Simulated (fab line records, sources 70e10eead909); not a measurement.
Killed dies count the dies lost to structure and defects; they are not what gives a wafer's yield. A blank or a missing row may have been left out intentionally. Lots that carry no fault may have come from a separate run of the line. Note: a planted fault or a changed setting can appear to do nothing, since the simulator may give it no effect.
Chamber matching :: flow nand_harc :: NHARC_A_STAIRCASE_ETCH_169 on rie_diel-12 has 4 sister chambers
The step etches the open film in CH3F/O2, target depth 50 nm, time 107.1 s. 8 wafers are shown with their chamber, then 9 later ones without.

== EACH WAFER AND ITS CHAMBER ==
wafer: L076.6
chamber: 1
showerhead_plenum_p_Torr (Torr): 2.63
rf_vpp_V (V): 245.5

wafer: L081.2
chamber: 0
showerhead_plenum_p_Torr (Torr): 2.65
rf_vpp_V (V): 247.2

wafer: L087.2
chamber: 1
showerhead_plenum_p_Torr (Torr): 2.62
rf_vpp_V (V): 246.7

wafer: L090.5
chamber: 2
showerhead_plenum_p_Torr (Torr): 2.48
rf_vpp_V (V): 243.8

wafer: L090.6
chamber: 3
showerhead_plenum_p_Torr (Torr): 2.56
rf_vpp_V (V): 245.6

wafer: L089.1
chamber: 2
showerhead_plenum_p_Torr (Torr): 2.48
rf_vpp_V (V): 243.3

wafer: L089.2
chamber: 3
showerhead_plenum_p_Torr (Torr): 2.56
rf_vpp_V (V): 246.8

wafer: L089.3
chamber: 0
showerhead_plenum_p_Torr (Torr): 2.64
rf_vpp_V (V): 246.6

== WAFERS WITH NO CHAMBER GIVEN ==
wafer: L086.3
showerhead_plenum_p_Torr (Torr): 2.64
rf_vpp_V (V): 248.4

wafer: L086.5
showerhead_plenum_p_Torr (Torr): 2.62
rf_vpp_V (V): 245.8

wafer: L086.6
showerhead_plenum_p_Torr (Torr): 2.48
rf_vpp_V (V): 245.2

wafer: L093.3
showerhead_plenum_p_Torr (Torr): 2.64
rf_vpp_V (V): 247.1

wafer: L093.5
showerhead_plenum_p_Torr (Torr): 2.62
rf_vpp_V (V): 246.7

wafer: L093.6
showerhead_plenum_p_Torr (Torr): 2.64
rf_vpp_V (V): 246.7

wafer: L096.2
showerhead_plenum_p_Torr (Torr): 2.61
rf_vpp_V (V): 246.2

wafer: L096.3
showerhead_plenum_p_Torr (Torr): 2.48
rf_vpp_V (V): 245.5

wafer: L096.6
showerhead_plenum_p_Torr (Torr): 2.63
rf_vpp_V (V): 247.3

== EACH ONE'S CHAMBER ==
wafer: L086.3
from the rows above: 0
in truth: 0

wafer: L086.5
from the rows above: 1
in truth: 1

wafer: L086.6
from the rows above: 2
in truth: 2

wafer: L093.3
from the rows above: 0
in truth: 0

wafer: L093.5
from the rows above: 1
in truth: 1

wafer: L093.6
from the rows above: 0
in truth: 0

wafer: L096.2
from the rows above: 1
in truth: 1

wafer: L096.3
from the rows above: 2
in truth: 2

wafer: L096.6
from the rows above: can't be placed: 1 or 0
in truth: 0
Correctly placed: 8 of 9. From these rows, 1 cannot be placed; in 1 the true chamber is one of the candidates. Placed wrongly: 0.
How it was worked out, from the rows above alone: a wafer's distance from a chamber is the root of the sum, over the readings, of the square of ((its reading less the chamber's mean) divided by the reading's scatter). The wafer belongs to the nearest chamber; if the next one is less than 2 further off, it can't be placed. Each chamber's mean is taken over the wafers shown for it. The scatter is the square root of a quotient: the sum, over the shown wafers, of each reading's squared deviation from its chamber's mean, divided by wafers minus chambers.
